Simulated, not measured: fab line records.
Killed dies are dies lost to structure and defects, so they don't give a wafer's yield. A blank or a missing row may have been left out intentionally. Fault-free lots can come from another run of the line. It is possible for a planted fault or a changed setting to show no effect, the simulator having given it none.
Lot-split experiment :: flow n5 finfet :: route with 1938 steps; 7 lots, 21 wafers read

## ON THE SPLIT
At N5_SDB_COAT_05 (resist thk 90 nm), the setting spin rpm was moved away from the recipe's 1500 rpm on 6 of the 21 wafers read, by -8.7% to +8.1%. For the rest of the wafers, this setting stayed at what the recipe calls for.

## FROM THE SPLIT TO THE READING: what the file shows between them, 4 steps
- N5_SDB_EBR_07
- N5_SDB_SOFTBAKE_06: time 60 s
- N5_SDB_EXPOSE_08: exposes mask SDB
- N5_SDB_PEB_09: peb time 60 s

## THE READING
CAR-ArF_of_SDB_COAT_05.thk nm (the simulator's own value, which no gauge read), in nm, at N5_SDB_DEVELOP_10 (develop time 30 s). There is no usual value for it anywhere in the file. The 15 wafers here that ran the recipe average 88.3 nm, standard deviation 0.31 nm.

wafer: L074.1
tool, chamber at the split: litho track-05, 0
spin rpm as run, rpm: 1500
against the recipe: recipe
CAR-ArF_of_SDB_COAT_05.thk nm, nm: 88.6
against lot-mates on the recipe: -

wafer: L074.2
tool, chamber at the split: litho track-05, 0
spin rpm as run, rpm: 1454
against the recipe: -3.1%
CAR-ArF_of_SDB_COAT_05.thk nm, nm: 89.8
against lot-mates on the recipe: +1.1

wafer: L074.5
tool, chamber at the split: litho track-05, 0
spin rpm as run, rpm: 1500
against the recipe: recipe
CAR-ArF_of_SDB_COAT_05.thk nm, nm: 88.8
against lot-mates on the recipe: -

wafer: L080.1
tool, chamber at the split: litho track-05, 0
spin rpm as run, rpm: 1500
against the recipe: recipe
CAR-ArF_of_SDB_COAT_05.thk nm, nm: 88.2
against lot-mates on the recipe: -

wafer: L080.2
tool, chamber at the split: litho track-05, 0
spin rpm as run, rpm: 1500
against the recipe: recipe
CAR-ArF_of_SDB_COAT_05.thk nm, nm: 88.2
against lot-mates on the recipe: -

wafer: L080.5
tool, chamber at the split: litho track-05, 0
spin rpm as run, rpm: 1621
against the recipe: +8.1%
CAR-ArF_of_SDB_COAT_05.thk nm, nm: 84.8
against lot-mates on the recipe: -3.4

wafer: L081.1
tool, chamber at the split: litho track-02, 0
spin rpm as run, rpm: 1500
against the recipe: recipe
CAR-ArF_of_SDB_COAT_05.thk nm, nm: 88.4
against lot-mates on the recipe: -

wafer: L081.2
tool, chamber at the split: litho track-02, 0
spin rpm as run, rpm: 1500
against the recipe: recipe
CAR-ArF_of_SDB_COAT_05.thk nm, nm: 88.2
against lot-mates on the recipe: -

wafer: L081.5
tool, chamber at the split: litho track-02, 0
spin rpm as run, rpm: 1427
against the recipe: -4.9%
CAR-ArF_of_SDB_COAT_05.thk nm, nm: 90.8
against lot-mates on the recipe: +2.5

wafer: L084.1
tool, chamber at the split: litho track-02, 0
spin rpm as run, rpm: 1500
against the recipe: recipe
CAR-ArF_of_SDB_COAT_05.thk nm, nm: 88
against lot-mates on the recipe: -

wafer: L084.2
tool, chamber at the split: litho track-02, 0
spin rpm as run, rpm: 1500
against the recipe: recipe
CAR-ArF_of_SDB_COAT_05.thk nm, nm: 88.2
against lot-mates on the recipe: -

wafer: L084.4
tool, chamber at the split: litho track-02, 0
spin rpm as run, rpm: 1500
against the recipe: recipe
CAR-ArF_of_SDB_COAT_05.thk nm, nm: 88.2
against lot-mates on the recipe: -

wafer: L086.1
tool, chamber at the split: litho track-05, 0
spin rpm as run, rpm: 1500
against the recipe: recipe
CAR-ArF_of_SDB_COAT_05.thk nm, nm: 88
against lot-mates on the recipe: -

wafer: L086.3
tool, chamber at the split: litho track-05, 0
spin rpm as run, rpm: 1500
against the recipe: recipe
CAR-ArF_of_SDB_COAT_05.thk nm, nm: 87.8
against lot-mates on the recipe: -

wafer: L086.5
tool, chamber at the split: litho track-05, 0
spin rpm as run, rpm: 1500
against the recipe: recipe
CAR-ArF_of_SDB_COAT_05.thk nm, nm: 87.8
against lot-mates on the recipe: -

wafer: L087.3
tool, chamber at the split: litho track-01, 0
spin rpm as run, rpm: 1500
against the recipe: recipe
CAR-ArF_of_SDB_COAT_05.thk nm, nm: 88.8
against lot-mates on the recipe: -

wafer: L087.5
tool, chamber at the split: litho track-01, 0
spin rpm as run, rpm: 1500
against the recipe: recipe
CAR-ArF_of_SDB_COAT_05.thk nm, nm: 88.6
against lot-mates on the recipe: -

wafer: L087.6
tool, chamber at the split: litho track-01, 0
spin rpm as run, rpm: 1369
against the recipe: -8.7%
CAR-ArF_of_SDB_COAT_05.thk nm, nm: 92.6
against lot-mates on the recipe: +3.9

wafer: L091.4
tool, chamber at the split: litho track-05, 0
spin rpm as run, rpm: 1440
against the recipe: -4.0%
CAR-ArF_of_SDB_COAT_05.thk nm, nm: 89.8
against lot-mates on the recipe: +1.8

wafer: L091.6
tool, chamber at the split: litho track-05, 0
spin rpm as run, rpm: 1440
against the recipe: -4.0%
CAR-ArF_of_SDB_COAT_05.thk nm, nm: 89.8
against lot-mates on the recipe: +1.8

wafer: L091.5
tool, chamber at the split: litho track-05, 0
spin rpm as run, rpm: 1500
against the recipe: recipe
CAR-ArF_of_SDB_COAT_05.thk nm, nm: 88
against lot-mates on the recipe: -

THE FIT
A straight line over all 21 wafers: CAR-ArF_of_SDB_COAT_05.thk nm changes by -0.46 nm for each +1% of spin rpm; r = -0.98; the points scatter about the line by 0.32 nm.
The same after taking each lot's own level away (the mean of its wafers on the recipe; 21 wafers): -0.441 nm for each +1%; r = -1.00; scatter 0.13 nm.
Per that fit: largest spin rpm move, reading shift of 3.9 nm.
Across the lots, their own levels run from 87.87 to 88.70 nm, a range of 2.7 times the standard deviation given above.
Consequently the slope shifts little with the lot-to-lot level, the two slopes agreeing.
Check: for one of the wafers moved furthest among these (-8.7%), held out of the fit, the line's prediction against its lot-mates is +3.86 nm. Against them it came out at +3.9 nm.

## ADDITIONAL SPLITS CARRIED BY THESE WAFERS
Note: prior to the reading, these wafers also went through further splits. Each is held against what the fit with the lots' levels taken away leaves over:
other split on the same wafers: N5_WELL_APT_COAT_02 spin rpm
wafers away from the commonest value: 5
r with CAR-ArF_of_SDB_COAT_05.thk nm (lot level and that fit taken away): +0.17

other split on the same wafers: N5_PMOS_HMC_CHANNEL_EPI_PEB_07 peb time s
wafers away from the commonest value: 5
r with CAR-ArF_of_SDB_COAT_05.thk nm (lot level and that fit taken away): -0.13

other split on the same wafers: N5_SPACER0_ALD_00 ald cycles
wafers away from the commonest value: 6
r with CAR-ArF_of_SDB_COAT_05.thk nm (lot level and that fit taken away): +0.08

other split on the same wafers: N5_SD_EPI_N_PEB_07 peb temp c
wafers away from the commonest value: 6
r with CAR-ArF_of_SDB_COAT_05.thk nm (lot level and that fit taken away): +0.27

other split on the same wafers: N5_SD_EPI_N_ETCH_35 source w
wafers away from the commonest value: 10
r with CAR-ArF_of_SDB_COAT_05.thk nm (lot level and that fit taken away): -0.05

other split on the same wafers: N5_SDB_COAT_03 spin rpm
wafers away from the commonest value: 6
r with CAR-ArF_of_SDB_COAT_05.thk nm (lot level and that fit taken away): +0.11

## THE WHOLE CHAIN: every reading that the file lists as answering this split, in the file's order
step: N5_SDB_COAT_05
what it does: resist thk 90 nm
reading: CAR-ArF_of_SDB_COAT_05.thk nm (the simulator's own value, which no gauge read)
change (the file's fit): -0.446 nm for each +1% of the setting
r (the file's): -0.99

step: N5_SDB_DEVELOP_10
what it does: develop time 30 s
reading: CAR-ArF_of_SDB_COAT_05.thk nm (the simulator's own value, which no gauge read)
change (the file's fit): -0.442 nm for each +1% of the setting
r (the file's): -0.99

## FILE'S OWN FIT
CAR-ArF_of_SDB_COAT_05.thk nm changes by -0.442 nm for each +1% of spin rpm, r = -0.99.
